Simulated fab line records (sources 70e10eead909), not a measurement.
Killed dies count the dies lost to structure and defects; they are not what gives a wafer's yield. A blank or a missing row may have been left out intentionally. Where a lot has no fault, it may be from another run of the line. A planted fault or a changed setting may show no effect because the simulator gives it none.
2 desks looking at one fault -- flow nandHarc -- each desk has only its own numbers; what lay behind them comes last

## DESK OF THE TOOL OWNER: rieDiel-03
The tool's own readings at NHARC_A_BONDPAD_ETCH_24 (etches the open film in CF4/N2, target depth 30 nm, time 72.99 s): means of the sampled wafers that have a number, for each lot that ran on this tool. Any lot whose mean is over 4 standard deviations away from the usual mean is out of limits and marked OUT; that distance is given in the brackets.
Columns: A = drypumpMotorCurrentA at NHARC_A_BONDPAD_ETCH_24, usual 5.7 A; B = n2FlowSccm at NHARC_A_BONDPAD_ETCH_24, usual 99.97 sccm; C = oesProductAu at NHARC_A_BONDPAD_ETCH_24, usual 1.000 a.u.; D = rfVppV at NHARC_A_BONDPAD_ETCH_24, usual 315.0 V; E = showerheadPlenumPTorr at NHARC_A_BONDPAD_ETCH_24, usual 2.68 Torr; F = throttleValvePct at NHARC_A_BONDPAD_ETCH_24, usual 19.794 %
lot,first seen here,A,B,C,D,E,F
L961,day 18 03:24,5.5,100.19,0.998,317.0,2.74,19.800
L962,day 18 06:33,5.5,99.91,0.996,315.1,2.65,19.795
L970,day 19 20:19,5.3,100.00,1.006,314.7,2.67,19.791
L968,day 20 05:28,5.4,99.50,0.995,315.5,2.71,19.794
L971,day 20 17:53,5.7,99.89,0.991,315.2,2.66,19.800
L972,day 20 18:11,5.3,99.72,1.010,316.3,2.73,19.795
L973,day 20 21:29,5.7,99.89,0.983,316.6,2.75,19.789
L978,day 22 14:42,5.5,99.91,1.000,315.9,2.71,19.798
L981,day 23 22:15,5.5,100.03,1.385 (+27) OUT,315.4,2.74,19.792
L982,day 24 01:45,5.8,99.95,1.393 (+28) OUT,314.3,2.66,19.788
Finding of this desk: L981, L982 out of limits; the first was L981 at day 23 22:15, on oesProductAu at NHARC_A_BONDPAD_ETCH_24. L961, L962, L970, L968, L971, L972, L973, L978: within limits.

## THE METROLOGY DESK
What the gauges read, lot by lot, whatever tool the lot ran on: means of the sampled wafers that have a number. Any lot whose mean is over 4 standard deviations away from the usual mean is out of limits and marked OUT; that distance is given in the brackets.
Columns: A = thkNm at NHARC_A_BONDPAD_THK_MEAS_30, usual 199.7 nm; B = overlayXNm at NHARC_A_BONDPAD_OVL_MEAS_35, usual -1 nm; C = overlayYNm at NHARC_A_BONDPAD_OVL_MEAS_35, usual 0 nm
lot,first seen here,A,B,C
L961,day 18 02:11,199.7,2,7
L962,day 18 05:14,200.8,12,-6
L970,day 19 18:50,200.2,4,-16
L966,day 20 01:35,200.7,0,-2
L968,day 20 04:09,200.3,-5,8
L971,day 20 16:29,199.7,10,-1
L972,day 20 16:52,199.3,-6,-1
L973,day 20 20:08,198.7,5,6
L978,day 22 13:29,198.8,-14,-5
L983,day 23 20:38,199.5,-6,4
L981,day 23 20:55,196.6,3,-10
L982,day 24 00:34,200.9,4,-1
Result from this desk: across the 12 lots, nothing is out of limits.

## PUT TOGETHER
On L981, L982, at day 23 22:15, an alarm was possible from the tool owner's desk.
The metrology desk saw nothing out of limits.
The metrology desk holds a record of L981, L982, inside its limits.
The lots listed all ran NHARC_A_BONDPAD_ETCH_24 on rieDiel-03.

## WHAT WAS PUT IN BY THE SIMULATOR
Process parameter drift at NHARC_A_BONDPAD_ETCH_24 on rieDiel-03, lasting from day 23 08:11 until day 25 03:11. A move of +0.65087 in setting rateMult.
Struck lots among those shown: L981, L982.
Delay in hours, fault start to first out-of-limits reading, by desk: the tool owner's desk at 14.
